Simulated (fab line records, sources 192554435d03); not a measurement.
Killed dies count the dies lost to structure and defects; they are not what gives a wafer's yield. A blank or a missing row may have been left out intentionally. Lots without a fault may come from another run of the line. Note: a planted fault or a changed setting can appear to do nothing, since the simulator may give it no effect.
Split-lot study :: flow n5-finfet :: route with 1938 steps; 7 lots, 39 wafers read

## SPLIT DETAILS
At N5_SD_EPI_P_EPI_21 (deposits SiGe:B, time 355 s), the setting pressure-torr was moved away from the recipe's 20 Torr on 18 of the 39 wafers read, by -13.5% to +18.8%. All remaining wafers had this setting at the recipe value.

## FROM THE SPLIT TO THE READING: what the file shows between them, 3 steps
- N5_SD_EPI_P_HM_STRIP_48: strips SiNx in H3PO4, material SiNx, target depth 3 nm
- N5_SD_ACTIVATION_RTA_00: time 0 s
- N5_SD_ACTIVATION_LSA_01: time 0.0008 s

## THE READING
RS_SD_P (ohm/sq), read at N5_SD_ACTIVATION_RS_MEAS_03 with a four-point probe. Typical for fault-free wafers on this fab line: 56.0 ohm/sq, with standard deviation 1 ohm/sq.

wafer: L078.1
tool, chamber at the split: epi-rpcvd-02, 0
pressure-torr as run, Torr: 20
against the recipe: recipe
RS_SD_P, ohm/sq: 54.9
against lot-mates on the recipe: -

wafer: L078.2
tool, chamber at the split: epi-rpcvd-02, 0
pressure-torr as run, Torr: 20
against the recipe: recipe
RS_SD_P, ohm/sq: 54.9
against lot-mates on the recipe: -

wafer: L078.3
tool, chamber at the split: epi-rpcvd-02, 0
pressure-torr as run, Torr: 20
against the recipe: recipe
RS_SD_P, ohm/sq: 54.8
against lot-mates on the recipe: -

wafer: L078.4
tool, chamber at the split: epi-rpcvd-02, 0
pressure-torr as run, Torr: 20
against the recipe: recipe
RS_SD_P, ohm/sq: 54.1
against lot-mates on the recipe: -

wafer: L078.5
tool, chamber at the split: epi-rpcvd-02, 0
pressure-torr as run, Torr: 20
against the recipe: recipe
RS_SD_P, ohm/sq: 54.4
against lot-mates on the recipe: -

wafer: L078.6
tool, chamber at the split: epi-rpcvd-02, 0
pressure-torr as run, Torr: 20
against the recipe: recipe
RS_SD_P, ohm/sq: 53.9
against lot-mates on the recipe: -

wafer: L082.1
tool, chamber at the split: epi-rpcvd-02, 0
pressure-torr as run, Torr: 23.77
against the recipe: +18.8%
RS_SD_P, ohm/sq: 48.3
against lot-mates on the recipe: no lot-mate on the recipe

wafer: L082.2
tool, chamber at the split: epi-rpcvd-02, 0
pressure-torr as run, Torr: 23.77
against the recipe: +18.8%
RS_SD_P, ohm/sq: 47.9
against lot-mates on the recipe: no lot-mate on the recipe

wafer: L082.3
tool, chamber at the split: epi-rpcvd-02, 0
pressure-torr as run, Torr: 23.77
against the recipe: +18.8%
RS_SD_P, ohm/sq: 48.5
against lot-mates on the recipe: no lot-mate on the recipe

wafer: L082.4
tool, chamber at the split: epi-rpcvd-02, 0
pressure-torr as run, Torr: 23.77
against the recipe: +18.8%
RS_SD_P, ohm/sq: 48.0
against lot-mates on the recipe: no lot-mate on the recipe

wafer: L082.5
tool, chamber at the split: epi-rpcvd-02, 0
pressure-torr as run, Torr: 23.77
against the recipe: +18.8%
RS_SD_P, ohm/sq: 48.0
against lot-mates on the recipe: no lot-mate on the recipe

wafer: L082.6
tool, chamber at the split: epi-rpcvd-02, 0
pressure-torr as run, Torr: 23.77
against the recipe: +18.8%
RS_SD_P, ohm/sq: 47.4
against lot-mates on the recipe: no lot-mate on the recipe

wafer: L084.1
tool, chamber at the split: epi-rpcvd-04, 0
pressure-torr as run, Torr: 20
against the recipe: recipe
RS_SD_P, ohm/sq: 56.2
against lot-mates on the recipe: -

wafer: L084.2
tool, chamber at the split: epi-rpcvd-04, 0
pressure-torr as run, Torr: 20
against the recipe: recipe
RS_SD_P, ohm/sq: 56.5
against lot-mates on the recipe: -

wafer: L084.3
tool, chamber at the split: epi-rpcvd-04, 0
pressure-torr as run, Torr: 20
against the recipe: recipe
RS_SD_P, ohm/sq: 56.4
against lot-mates on the recipe: -

wafer: L084.4
tool, chamber at the split: epi-rpcvd-04, 0
pressure-torr as run, Torr: 20
against the recipe: recipe
RS_SD_P, ohm/sq: 55.7
against lot-mates on the recipe: -

wafer: L084.5
tool, chamber at the split: epi-rpcvd-04, 0
pressure-torr as run, Torr: 20
against the recipe: recipe
RS_SD_P, ohm/sq: 55.1
against lot-mates on the recipe: -

wafer: L084.6
tool, chamber at the split: epi-rpcvd-04, 0
pressure-torr as run, Torr: 20
against the recipe: recipe
RS_SD_P, ohm/sq: 55.4
against lot-mates on the recipe: -

wafer: L086.1
tool, chamber at the split: epi-rpcvd-02, 0
pressure-torr as run, Torr: 20
against the recipe: recipe
RS_SD_P, ohm/sq: 55.3
against lot-mates on the recipe: -

wafer: L086.2
tool, chamber at the split: epi-rpcvd-02, 0
pressure-torr as run, Torr: 20
against the recipe: recipe
RS_SD_P, ohm/sq: 55.4
against lot-mates on the recipe: -

wafer: L086.3
tool, chamber at the split: epi-rpcvd-02, 0
pressure-torr as run, Torr: 20
against the recipe: recipe
RS_SD_P, ohm/sq: 54.7
against lot-mates on the recipe: -

wafer: L086.4
tool, chamber at the split: epi-rpcvd-02, 0
pressure-torr as run, Torr: 20
against the recipe: recipe
RS_SD_P, ohm/sq: 56.3
against lot-mates on the recipe: -

wafer: L086.5
tool, chamber at the split: epi-rpcvd-02, 0
pressure-torr as run, Torr: 20
against the recipe: recipe
RS_SD_P, ohm/sq: 56.0
against lot-mates on the recipe: -

wafer: L086.6
tool, chamber at the split: epi-rpcvd-02, 0
pressure-torr as run, Torr: 20
against the recipe: recipe
RS_SD_P, ohm/sq: 55.7
against lot-mates on the recipe: -

wafer: L087.1
tool, chamber at the split: epi-rpcvd-04, 0
pressure-torr as run, Torr: 21.3
against the recipe: +6.5%
RS_SD_P, ohm/sq: 54.0
against lot-mates on the recipe: no lot-mate on the recipe

wafer: L087.2
tool, chamber at the split: epi-rpcvd-04, 0
pressure-torr as run, Torr: 21.3
against the recipe: +6.5%
RS_SD_P, ohm/sq: 54.2
against lot-mates on the recipe: no lot-mate on the recipe

wafer: L087.3
tool, chamber at the split: epi-rpcvd-04, 0
pressure-torr as run, Torr: 21.3
against the recipe: +6.5%
RS_SD_P, ohm/sq: 54.9
against lot-mates on the recipe: no lot-mate on the recipe

wafer: L087.4
tool, chamber at the split: epi-rpcvd-04, 0
pressure-torr as run, Torr: 21.3
against the recipe: +6.5%
RS_SD_P, ohm/sq: 54.6
against lot-mates on the recipe: no lot-mate on the recipe

wafer: L087.5
tool, chamber at the split: epi-rpcvd-04, 0
pressure-torr as run, Torr: 21.3
against the recipe: +6.5%
RS_SD_P, ohm/sq: 54.1
against lot-mates on the recipe: no lot-mate on the recipe

wafer: L087.6
tool, chamber at the split: epi-rpcvd-04, 0
pressure-torr as run, Torr: 21.3
against the recipe: +6.5%
RS_SD_P, ohm/sq: 54.0
against lot-mates on the recipe: no lot-mate on the recipe

wafer: L088.1
tool, chamber at the split: epi-rpcvd-02, 0
pressure-torr as run, Torr: 17.31
against the recipe: -13.5%
RS_SD_P, ohm/sq: 64.4
against lot-mates on the recipe: no lot-mate on the recipe

wafer: L088.2
tool, chamber at the split: epi-rpcvd-02, 0
pressure-torr as run, Torr: 17.31
against the recipe: -13.5%
RS_SD_P, ohm/sq: 64.5
against lot-mates on the recipe: no lot-mate on the recipe

wafer: L088.3
tool, chamber at the split: epi-rpcvd-02, 0
pressure-torr as run, Torr: 17.31
against the recipe: -13.5%
RS_SD_P, ohm/sq: 64.3
against lot-mates on the recipe: no lot-mate on the recipe

wafer: L088.4
tool, chamber at the split: epi-rpcvd-02, 0
pressure-torr as run, Torr: 17.31
against the recipe: -13.5%
RS_SD_P, ohm/sq: 64.0
against lot-mates on the recipe: no lot-mate on the recipe

wafer: L088.5
tool, chamber at the split: epi-rpcvd-02, 0
pressure-torr as run, Torr: 17.31
against the recipe: -13.5%
RS_SD_P, ohm/sq: 63.9
against lot-mates on the recipe: no lot-mate on the recipe

wafer: L088.6
tool, chamber at the split: epi-rpcvd-02, 0
pressure-torr as run, Torr: 17.31
against the recipe: -13.5%
RS_SD_P, ohm/sq: 65.1
against lot-mates on the recipe: no lot-mate on the recipe

wafer: L093.4
tool, chamber at the split: epi-rpcvd-02, 0
pressure-torr as run, Torr: 20
against the recipe: recipe
RS_SD_P, ohm/sq: 56.5
against lot-mates on the recipe: -

wafer: L093.5
tool, chamber at the split: epi-rpcvd-02, 0
pressure-torr as run, Torr: 20
against the recipe: recipe
RS_SD_P, ohm/sq: 55.3
against lot-mates on the recipe: -

wafer: L093.6
tool, chamber at the split: epi-rpcvd-02, 0
pressure-torr as run, Torr: 20
against the recipe: recipe
RS_SD_P, ohm/sq: 56.1
against lot-mates on the recipe: -

THE FIT
A straight line over all 39 wafers: RS_SD_P changes by -0.481 ohm/sq for each +1% of pressure-torr; r = -0.96; the points scatter about the line by 1.2 ohm/sq.
Too few moved wafers with a lot-mate on the recipe to fit a line net of each lot's own level.

## THE WHOLE CHAIN: every reading that the file lists as answering this split, in the file's order
step: N5_SD_EPI_P_EPI_21
what it does: deposits SiGe:B, time 355 s
reading: SiGe-B_of_SD_EPI_P_EPI_21.thk-nm (the simulator's own value, which no gauge read)
change (the file's fit): +0.294 nm for each +1% of the setting
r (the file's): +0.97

step: N5_SD_ACTIVATION_RS_MEAS_03
what it does: measures by four-point-probe
reading: RS_SD_P
change (the file's fit): -0.482 for each +1% of the setting
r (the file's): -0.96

## THE FILE'S OWN FIT
RS_SD_P changes by -0.482 ohm/sq for each +1% of pressure-torr, r = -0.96.
